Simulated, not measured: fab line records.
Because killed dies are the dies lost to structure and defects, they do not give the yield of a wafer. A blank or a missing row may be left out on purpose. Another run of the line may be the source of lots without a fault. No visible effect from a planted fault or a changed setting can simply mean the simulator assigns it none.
fab line records	flow n5_finfet	part 2 of 2: steps 5 to 6 of 6
record: lots: 23	wafers: 69	last_day: 18
route steps=1938 shown BEOL_M3@998 BEOL_M4@1045
lots untouched by any fault: they come from a run of this same line in which no faults occurred
start_h: the number of hours between the record's first day and the start of the first shown wafer of the lot	wait_h: hours from the lot's prior step to this one	" the same as in the row above	L1.1+2: a row that stands for several wafers	- no value, or no start given	* or withheld: withheld	< > ~ a bound
route shown NAME@n: a module of which the file shows steps, and the number in the route of the first	usual: mean/standard deviation of fault-free wafers	same: alike in all rows	chamber/n: place in a boat	sites: the reading at each site	_std_site: the values' standard deviation	_edge_site: mean of outer sites minus mean of inner sites	radius_mm: for every site, how far away it sits from the centre of the wafer	mask NAME#n: copy n	behind: the tool/chamber that last shaped the wafer	hold: why the lot was held/for how many hours/how that ended	device: transistor that didn't switch, given as n, p or np	end of line: the route-end tests of the same wafers	for a step that has no rows: nothing shown but its recipe	killed: dies that structure and defects cost at the first sort, which is not the same as the wafer's yield	map: shows each die of a wafer: x if killed, . if not, _ if none is there
set.NAME: the setting that was run; set.NAME@STEP: the one run at that earlier step	model.NAME: the simulator's own value behind a step, which no gauge read
steps of the route over a sample of lots; a table a step, a row a wafer
services: a tool's chamber out of use, with start hour (start_h, from the record's first day; less than 0 if before it), hours out, and reason
== steps ==
step: N5_BEOL_M4_ETCH_69
recipe: chemistry: CF4	target: SiARC	target_depth_a: 156	mask_material: CAR-EUV	time_s: 26	ion_energy_ev: 80	pressure_mtorr: 40	source_w: 545	bias_w: 36	Ar_flow_sccm: 100	cf4_flow_sccm: 100	ends: cleared
usual: drypump_motor_current_A: 5.8/0.47	etch_rf_on_time_s: 26.1/0.48	oes_product_au: 0.67/0.08	rf_vpp_V: 184.5/1.4	showerhead_plenum_p_Torr: 2.17/0.077	throttle_valve_pct: 15.59/0.23
lot.wafer	tool	chamber	start_h	wait_h	drypump_motor_current_A	etch_rf_on_time_s	oes_product_au	rf_hours_counter_h	rf_vpp_V	showerhead_plenum_p_Torr	throttle_valve_pct
L074.3	rie_diel-05	1	159.60	0.0	5.2	26.4	0.70	71	183.9	2.17	15.81
L074.4	"	3	"	"	4.8	26.8	0.60	190	185.8	2.22	15.71
L074.5	"	3	"	"	4.9	27.0	0.59	-	185.7	2.22	15.71
L075.1	rie_diel-02	3	161.25	0.0	5.8	26.6	0.58	227	183.7	2.11	15.70
L075.3	"	2	"	"	5.9	26.3	0.63	185	184.3	2.21	15.56
L075.6	"	3	"	"	5.8	26.5	0.57	-	184.4	2.11	15.70
L076.1	rie_diel-06	3	175.66	0.0	5.7	25.6	0.76	34	187.4	2.27	15.40
L076.3	"	0	"	"	5.8	25.8	0.59	232	183.7	2.11	15.99
L076.4	"	0	"	"	5.8	26.0	0.59	-	183.8	2.11	15.99
L079.1	rie_diel-06	2	184.34	0.0	5.1	26.0	0.62	186	182.5	2.04	15.93
L079.4	"	3	"	"	5.7	25.3	0.75	38	185.4	2.26	15.41
L079.6	"	0	"	"	5.8	26.1	0.58	-	183.5	2.11	15.99
L077.1	rie_diel-05	3	184.45	0.0	4.8	26.8	0.59	198	185.6	2.21	15.74
L077.3	"	2	"	"	5.6	26.5	0.77	13	185.2	2.28	15.39
L077.6	"	2	"	"	5.6	26.2	0.77	-	185.1	2.28	15.42
L078.1	rie_diel-06	3	190.72	0.0	5.7	25.3	0.75	40	183.8	2.26	15.42
L078.4	"	0	"	"	5.8	26.1	0.58	238	183.9	2.11	15.99
L078.5	"	2	"	"	5.1	26.1	0.62	-	183.2	2.04	15.94
L080.1	rie_diel-02	3	195.81	0.0	5.8	26.8	0.56	241	183.5	2.11	15.72
L080.3	"	1	"	"	6.6	25.9	0.69	85	185.2	2.25	15.38
L080.5	"	2	"	"	5.9	26.6	0.62	-	185.4	2.21	15.56
L081.1	rie_diel-02	3	203.21	0.0	5.7	26.8	0.57	243	184.6	2.10	15.71
L081.2	"	0	"	"	6.3	25.9	0.64	183	184.3	2.13	15.45
L081.5	"	2	"	"	5.9	26.6	0.62	-	185.5	2.21	15.59
L082.1	rie_diel-02	0	213.53	0.0	6.4	26.0	0.63	186	184.2	2.13	15.46
L082.5	"	0	"	"	6.4	25.8	0.63	-	184.1	2.13	15.44
L082.6	"	1	"	"	6.5	25.9	0.69	-	185.6	2.25	15.37
L083.4	rie_diel-05	0	227.69	0.0	5.9	25.1	0.76	42	183.5	2.09	15.22
L083.5	"	3	"	"	4.8	26.1	0.59	-	183.4	2.21	15.75
L083.6	"	0	"	"	5.9	25.1	0.77	-	182.4	2.09	15.21
L084.2	rie_diel-02	1	232.63	0.0	6.6	25.6	0.68	99	184.8	2.25	15.38
L084.4	"	0	"	"	6.3	25.9	0.63	-	184.7	2.12	15.46
L084.5	"	2	"	"	5.9	26.4	0.61	-	184.5	2.20	15.60
L085.2	rie_diel-02	2	238.19	0.0	5.9	26.7	0.61	216	185.5	2.20	15.62
L085.4	"	1	"	"	6.6	26.0	0.68	102	185.8	2.24	15.37
L085.6	"	2	"	"	5.9	26.8	0.60	-	184.9	2.20	15.61
L086.1	rie_diel-06	3	238.20	0.0	5.7	25.1	0.73	59	186.3	2.26	15.46
L086.2	"	1	"	"	5.9	25.2	0.80	22	185.2	2.28	15.73
L086.3	"	2	"	"	5.1	26.1	0.61	208	183.0	2.04	15.98
L087.1	rie_diel-05	2	240.06	0.0	5.5	26.1	0.74	33	185.8	2.27	15.44
L087.2	"	3	"	"	4.8	26.7	0.57	219	183.2	2.21	15.76
L087.6	"	2	"	"	5.6	26.2	0.73	-	186.1	2.27	15.45
L088.1	rie_diel-06	1	245.83	0.0	5.9	25.2	0.79	24	185.9	2.27	15.73
L088.4	"	2	"	"	5.1	26.3	0.60	210	184.3	2.04	15.98
L088.6	"	2	"	"	5.1	26.2	0.60	-	182.4	2.04	15.99
L090.3	rie_diel-06	2	256.74	0.0	5.1	26.2	0.60	216	182.7	2.03	15.99
L090.4	"	1	"	"	5.9	25.4	0.80	-	187.0	2.27	15.77
L090.5	"	3	"	"	5.8	25.7	0.72	-	185.1	2.26	15.47
L091.2	rie_diel-06	1	270.78	0.0	5.9	25.5	0.77	37	185.9	2.27	15.77
L091.4	"	2	"	"	5.1	26.2	0.59	223	182.9	2.03	15.99
L091.6	"	0	"	"	5.8	26.2	0.84	-	182.8	2.10	15.52
L092.2	rie_diel-02	2	271.84	0.0	5.9	26.7	0.60	226	185.5	2.20	15.63
L092.3	"	3	"	"	5.8	26.6	0.79	12	182.3	2.10	15.26
L092.5	"	1	"	"	6.6	26.1	0.67	-	185.1	2.24	15.41
L094.1	rie_diel-02	2	280.23	0.0	5.9	26.6	0.60	229	184.6	2.20	15.64
L094.3	"	3	"	"	5.8	26.1	0.79	15	185.8	2.10	15.28
L094.4	"	1	"	"	6.6	25.6	0.67	115	187.4	2.24	15.40
L093.1	rie_diel-05	3	280.80	0.0	4.9	26.6	0.57	233	183.6	2.20	15.78
L093.4	"	1	"	"	5.2	26.3	0.67	111	184.1	2.16	15.91
L093.6	"	2	"	"	5.5	26.2	0.71	-	185.5	2.26	15.46
L095.2	rie_diel-05	1	295.22	0.0	5.2	26.0	0.67	116	181.7	2.16	15.90
L095.3	"	2	"	"	5.6	26.2	0.71	52	185.4	2.26	15.49
L095.4	"	0	"	"	5.9	25.9	0.73	66	183.2	2.08	15.27
L096.3	rie_diel-02	3	297.70	0.0	5.7	26.7	0.77	20	183.4	2.10	15.27
L096.4	"	0	"	"	6.3	26.3	0.61	216	183.1	2.12	15.52
L096.5	"	3	"	"	5.8	26.7	0.77	-	183.0	2.10	15.28
L097.2	rie_diel-02	0	306.33	0.0	6.3	26.2	0.61	220	185.1	2.11	15.52
L097.3	"	3	"	"	5.7	26.5	0.76	24	182.6	2.09	15.27
L097.4	"	1	"	"	6.6	26.2	0.66	124	184.9	2.24	15.43
step: N5_BEOL_M4_TRENCH_ETCH_37
recipe: chemistry: C4F6/O2	target_depth_a: 555.55	target: SiOC	time_s: 29.2	ion_energy_ev: 250	pressure_mtorr: 30	source_w: 355	bias_w: 185	Ar_flow_sccm: 300	C4F6_flow_sccm: 10	O2_flow_sccm: 10
usual: drypump_motor_current_A: 5.7/0.48	oes_o_777_au: 0.78/0.084	oes_product_au: 0.78/0.092	rf_vpp_V: 670/6.5	showerhead_plenum_p_Torr: 2.88/0.11	throttle_valve_pct: 20.83/0.24
lot.wafer	tool	chamber	start_h	wait_h	drypump_motor_current_A	oes_o_777_au	oes_product_au	rf_hours_counter_h	rf_vpp_V	showerhead_plenum_p_Torr	throttle_valve_pct
L074.3	rie_diel-02	2	-	-	5.9	0.74	0.73	187	680	2.94	20.75
L074.4	"	2	"	"	5.9	0.74	0.74	-	680	2.94	20.73
L074.5	"	3	"	"	5.8	0.67	0.67	-	669	2.80	20.87
L075.1	rie_diel-05	3	-	-	4.8	0.69	0.69	194	669	2.94	20.86
L075.3	"	2	"	"	5.5	0.90	0.91	8	671	3.03	20.68
L075.6	"	0	"	"	5.9	0.91	0.93	-	662	2.78	20.43
L076.1	rie_diel-06	3	-	-	5.8	0.88	0.89	34	676	3.01	20.70
L076.3	"	2	"	"	5.1	0.73	0.72	182	666	2.72	21.16
L076.4	"	0	"	"	5.8	0.69	0.68	-	655	2.80	21.18
L079.1	rie_diel-02	1	-	-	6.6	0.83	0.81	84	669	2.98	20.52
L079.4	"	2	"	"	5.9	0.73	0.73	193	680	2.93	20.75
L079.6	"	1	"	"	6.5	0.82	0.81	-	669	2.98	20.52
L077.1	rie_diel-02	2	-	-	5.9	0.74	0.73	194	678	2.93	20.75
L077.3	"	1	"	"	6.6	0.81	0.82	85	670	2.98	20.52
L077.6	"	1	"	"	6.5	0.82	0.81	-	670	2.98	20.50
L078.1	rie_diel-02	0	-	-	6.4	0.75	0.74	180	671	2.83	20.66
L078.4	"	3	"	"	5.8	0.67	0.67	-	670	2.80	20.87
L078.5	"	2	"	"	5.9	0.74	0.73	-	680	2.93	20.73
L080.1	rie_diel-06	3	-	-	5.7	0.85	0.87	43	677	3.01	20.71
L080.3	"	0	"	"	5.8	0.68	0.67	240	656	2.80	21.20
L080.5	"	2	"	"	5.1	0.73	0.72	-	666	2.71	21.17
L081.1	rie_diel-05	2	-	-	5.6	0.86	0.90	23	672	3.02	20.70
L081.2	"	0	"	"	5.9	0.88	0.89	37	663	2.78	20.45
L081.5	"	0	"	"	5.9	0.88	0.90	-	662	2.78	20.46
L082.1	rie_diel-02	1	-	-	6.6	0.82	0.80	94	671	2.97	20.54
L082.5	"	2	"	"	5.9	0.73	0.72	-	679	2.93	20.76
L082.6	"	3	"	"	5.8	0.66	0.65	-	672	2.80	20.91
L083.4	rie_diel-06	0	-	-	5.8	0.68	0.68	245	656	2.79	21.21
L083.5	"	2	"	"	5.1	0.72	0.71	-	665	2.71	21.19
L083.6	"	1	"	"	5.9	0.93	0.94	-	675	3.02	21.07
L086.1	rie_diel-02	0	-	-	6.3	0.74	0.72	198	671	2.82	20.67
L086.2	"	3	"	"	5.7	0.97	0.98	1	670	2.79	20.53
L086.3	"	2	"	"	5.9	0.73	0.71	216	678	2.92	20.77
L084.2	rie_diel-06	1	-	-	5.9	0.92	0.93	23	675	3.02	21.06
L084.4	"	2	"	"	5.1	0.72	0.70	208	665	2.71	21.20
L084.5	"	1	"	"	5.9	0.93	0.93	-	675	3.02	21.08
L085.2	rie_diel-06	0	-	-	5.8	0.68	0.67	249	655	2.79	21.20
L085.4	"	3	"	"	5.7	0.84	0.85	60	676	3.00	20.75
L085.6	"	2	"	"	5.1	0.72	0.70	-	666	2.71	21.21
L087.1	rie_diel-02	0	-	-	6.4	0.74	0.72	200	670	2.82	20.67
L087.2	"	3	"	"	5.8	0.96	0.97	3	671	2.79	20.53
L087.6	"	2	"	"	5.9	0.71	0.71	-	680	2.92	20.77
L088.1	rie_diel-06	2	-	-	5.1	0.71	0.70	211	665	2.71	21.21
L088.4	"	1	"	"	5.9	0.92	0.93	24	674	3.02	21.08
L088.6	"	0	"	"	5.8	0.68	0.67	-	654	2.79	21.22
L090.3	rie_diel-06	3	-	-	5.7	0.82	0.83	71	676	3.00	20.76
L090.4	"	1	"	"	5.9	0.90	0.92	-	674	3.01	21.11
L090.5	"	2	"	"	5.1	0.71	0.70	-	664	2.70	21.22
L091.2	rie_diel-05	2	-	-	5.5	0.82	0.84	43	672	3.01	20.72
L091.4	"	0	"	"	5.9	0.85	0.87	-	663	2.77	20.50
L091.6	"	3	"	"	4.9	0.68	0.68	-	670	2.92	20.91
L092.2	rie_diel-05	2	-	-	5.5	0.82	0.85	45	669	3.01	20.70
L092.3	"	3	"	"	4.8	0.68	0.68	230	670	2.92	20.94
L092.5	"	2	"	"	5.5	0.82	0.84	-	671	3.01	20.71
L094.1	rie_diel-05	1	-	-	5.2	0.78	0.78	111	683	2.86	21.15
L094.3	"	3	"	"	4.8	0.67	0.67	233	669	2.92	20.94
L094.4	"	0	"	"	5.9	0.84	0.85	62	662	2.77	20.48
L093.1	rie_diel-05	1	-	-	5.2	0.78	0.79	112	682	2.86	21.16
L093.4	"	2	"	"	5.6	0.82	0.84	48	671	3.01	20.72
L093.6	"	2	"	"	5.5	0.81	0.84	-	670	3.01	20.71
L095.2	rie_diel-06	0	-	-	5.9	0.92	0.91	11	655	2.79	20.85
L095.3	"	3	"	"	5.7	0.81	0.81	85	676	2.99	20.79
L095.4	"	1	"	"	5.9	0.88	0.89	47	675	3.01	21.12
L096.3	rie_diel-02	1	-	-	6.6	0.79	0.77	122	670	2.96	20.55
L096.4	"	3	"	"	5.8	0.91	0.90	21	669	2.79	20.56
L096.5	"	1	"	"	6.5	0.78	0.77	-	669	2.96	20.56
L097.2	rie_diel-06	2	-	-	5.1	0.70	0.68	237	665	2.69	21.24
L097.3	"	0	"	"	5.8	0.91	0.92	14	655	2.79	20.86
L097.4	"	3	"	"	5.8	0.81	0.82	88	676	2.99	20.78
== services ==
tool	chamber	start_h	hours	kind
pecvd-02	0	129.75	2.1	scheduled_down
pecvd-01	-	146.33	0.9	repair
rie_diel-06	1	170.03	-	clean
rie_diel-06	1	170.03	-	consumable_replace:focus_ring
rie_diel-06	1	170.03	-	consumable_replace:showerhead
rie_diel-06	1	170.03	12.2	scheduled_down
rie_diel-06	1	170.03	12.2	vent_cycle
pecvd-02	-	181.36	28.1	pm
pecvd-03	2	185.47	8.2	repair
pecvd-03	-	193.15	14.6	pm
rie_diel-06	0	200.31	15.8	repair
rie_diel-02	3	221.54	-	clean
rie_diel-02	3	221.54	-	consumable_replace:focus_ring
pecvd-03	-	228.69	2.8	pm
pecvd-01	0	229.86	2.1	scheduled_down
pecvd-01	-	232.63	14.6	pm
rie_diel-06	0	247.37	-	clean
rie_diel-06	0	247.37	-	consumable_replace:focus_ring
rie_diel-06	0	247.37	23.0	scheduled_down
rie_diel-06	0	247.37	23.0	vent_cycle
pecvd-03	0	253.32	2.1	scheduled_down
pecvd-02	2	260.86	-	calibration
pecvd-03	1	280.50	2.5	repair
rie_diel-05	0	304.59	5.7	repair
